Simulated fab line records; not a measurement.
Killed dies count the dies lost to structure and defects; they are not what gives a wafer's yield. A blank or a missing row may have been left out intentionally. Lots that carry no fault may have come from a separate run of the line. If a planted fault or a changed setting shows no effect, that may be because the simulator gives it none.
Matching of chambers -- flow nand harc -- NHARC_P_M2_CMP_23 on cmp-02: 4 sister chambers
The step polishes, t overpolish 20 s, target thk 144.3 nm. 8 wafers are shown with their chamber, then 8 later ones without.

## WAFERS WITH THEIR CHAMBER
wafer,chamber,motor current A (A),time to endpoint s (s)
L078.5,3,11.2,28
L078.1,3,11.4,27
L079.1,0,11.5,29
L079.4,1,12.6,25
L083.3,2,11.6,28
L083.4,1,12.9,22
L083.6,0,11.9,28
L084.2,2,11.1,23

## WAFERS MISSING THEIR CHAMBER
wafer,motor current A (A),time to endpoint s (s)
L084.3,11.1,27
L084.5,12.1,27
L087.1,12.0,31
L087.4,12.9,28
L087.5,11.9,32
L088.2,11.9,24
L088.3,11.6,29
L088.6,11.0,22

## WHICH CHAMBER EACH ONE RAN IN
wafer,from the rows above,in truth
L084.3,can't be placed: 3 or 2 or 0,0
L084.5,can't be placed: 0 or 2 or 1 or 3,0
L087.1,can't be placed: 0 or 3 or 2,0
L087.4,1,1
L087.5,can't be placed: 0 or 3 or 2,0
L088.2,can't be placed: 2 or 0 or 3 or 1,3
L088.3,can't be placed: 0 or 3 or 2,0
L088.6,can't be placed: 2 or 3 or 0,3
Placed correctly: 1 of 8. These rows do not allow placing 7 (true chamber among the candidates in 7). Placed wrongly: 0.
How it was worked out, from the rows above alone: a wafer's distance from a chamber is the root of the sum, over the readings, of the square of ((its reading less the chamber's mean) divided by the reading's scatter). The wafer belongs to the nearest chamber; if the next one is less than 2 further off, it can't be placed. The mean given for a chamber averages the wafers shown for that chamber. The scatter is the square root of a quotient: the sum, over the shown wafers, of each reading's squared deviation from its chamber's mean, divided by wafers minus chambers.
